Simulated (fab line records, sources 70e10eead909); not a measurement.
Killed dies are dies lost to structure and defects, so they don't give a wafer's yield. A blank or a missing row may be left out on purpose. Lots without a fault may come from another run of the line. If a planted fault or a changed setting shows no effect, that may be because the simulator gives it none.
Chamber matching | flow nandHarc | rieDiel-05 running NHARC_P_GATE_DESCUM_61: 4 sister chambers
The step chemistry O2, time 3 s. 4 wafers are shown with their chamber, then 8 later ones without.

## WAFERS WITH THEIR CHAMBER
wafer  | chamber | drypumpMotorCurrentA (A)
L236.5 | 3       | 5.0
L237.1 | 0       | 5.8
L237.3 | 2       | 4.8
L240.1 | 1       | 6.1

## WAFERS WITH NO CHAMBER GIVEN
wafer  | drypumpMotorCurrentA (A)
L240.5 | 4.7
L240.6 | 5.8
L253.3 | 5.0
L253.4 | 5.8
L253.6 | 4.7
L252.2 | 4.7
L252.5 | 6.1
L252.6 | 5.8

## WHICH CHAMBER EACH WENT THROUGH
wafer  | from the rows above | in truth
L240.5 | 2                   | 2
L240.6 | 0                   | 0
L253.3 | 3                   | 3
L253.4 | 0                   | 0
L253.6 | 2                   | 2
L252.2 | 2                   | 2
L252.5 | 1                   | 1
L252.6 | 0                   | 0
Correct placement for 8 of the 8. Not placeable from these rows: 0. Placed wrongly: 0.
How it was worked out, from the rows above alone: a wafer's distance from a chamber is the root of the sum, over the readings, of the square of ((its reading less the chamber's mean) divided by the reading's scatter). If the next closest chamber is less than 2 further off than the closest, the wafer can't be placed; otherwise it belongs to the closest. A chamber's mean is the mean of its shown wafers. The scatter: root of mean squared gap, hidden wafer to nearest shown wafer, with one shown wafer a chamber.
